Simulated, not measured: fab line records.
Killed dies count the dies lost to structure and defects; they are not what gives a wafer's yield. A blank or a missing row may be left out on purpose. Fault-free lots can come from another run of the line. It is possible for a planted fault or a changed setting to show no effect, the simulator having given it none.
Code-filled problem report in 8D (eight disciplines) form ; flow n5-finfet ; the parts of the form that need people (team, actions taken, sign-off) are left out

## 1. THE ISSUE
At N5_BEOL_M10_CVD_75, run-length-s averages 224.1 s over 9 wafers from 3 lots, while fault-free wafers read 161.8 s, standard deviation 0.57. That is +99 or more standard deviations from the usual mean.
The step: deposits Co from CCTBA/H2, target thk 2 nm, time 138.9 s.
Seen first at day 15 10:16 on cvd-co-02, wafer L600.3. The record has a number at this step for 33 wafers belonging to 11 lots. Rule for "out", or "out of limits": more than 4 standard deviations from the usual mean. Any other wafer with a number is counted as sound.

## 2. WHAT THIS IS AND IS NOT
question;is;is not
which readings at this step;run-length-s;-
which lots;L599, L600, L602;L589, L590, L591, L592, L594, L595, L597, L611
which wafers of those lots;all that have a number;-
read on which tools;cvd-co-02;cvd-co-01
when;from day 15 10:16;"up to then (21 sound wafers); but 3 sound wafers of L611 came after"

## 3. THE SUSPECTS, EACH WITH WHAT RULES IT OUT
Counting: any tool at a process step up to the reading is kept as a suspect provided that every lot that is out went through it and no sound lot did after the first of them.
- cvd-co-02 at N5_BEOL_M10_CVD_75 (deposits Co from CCTBA/H2, target thk 2 nm, time 138.9 s): kept. Every lot that is out went through it, starting with L600 (day 15 10:16), and after that it ran no sound lot; the last sound lot it ran before then is L595 (day 13 08:58). Out on those wafers are its own readings of run-length-s.
After counting, what remains is cvd-co-02 at N5_BEOL_M10_CVD_75.

## 4. THE CAUSE (what the simulator had put in)
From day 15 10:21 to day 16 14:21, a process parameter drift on cvd-co-02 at N5_BEOL_M10_CVD_75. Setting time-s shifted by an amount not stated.
This tool alone remained once counting was done.

## 5. THE EFFECT CHAIN, in route order
Rows list readings where the struck wafers' mean (over those with a number) sits beyond 3 standard deviations from the usual. Scope: only readings with a usual standard deviation given in the record; hours: median across lots of the time from each lot's start at the first step in this table that gives one to its start at this step; sigmas: change in usual standard deviations.
hours;step;reading;usual;on struck wafers;change;sigmas
0;N5_BEOL_M10_CVD_75;run-length-s;161.8 s;224.1;+62.3;+99 or more
Here are the process steps it includes:
- N5_BEOL_M10_CVD_75: deposits Co from CCTBA/H2, target thk 2 nm, time 138.9 s.

## 6. WHAT WOULD HAVE CAUGHT IT SOONER
In this record the first reading out of limits was taken at day 15 10:16.
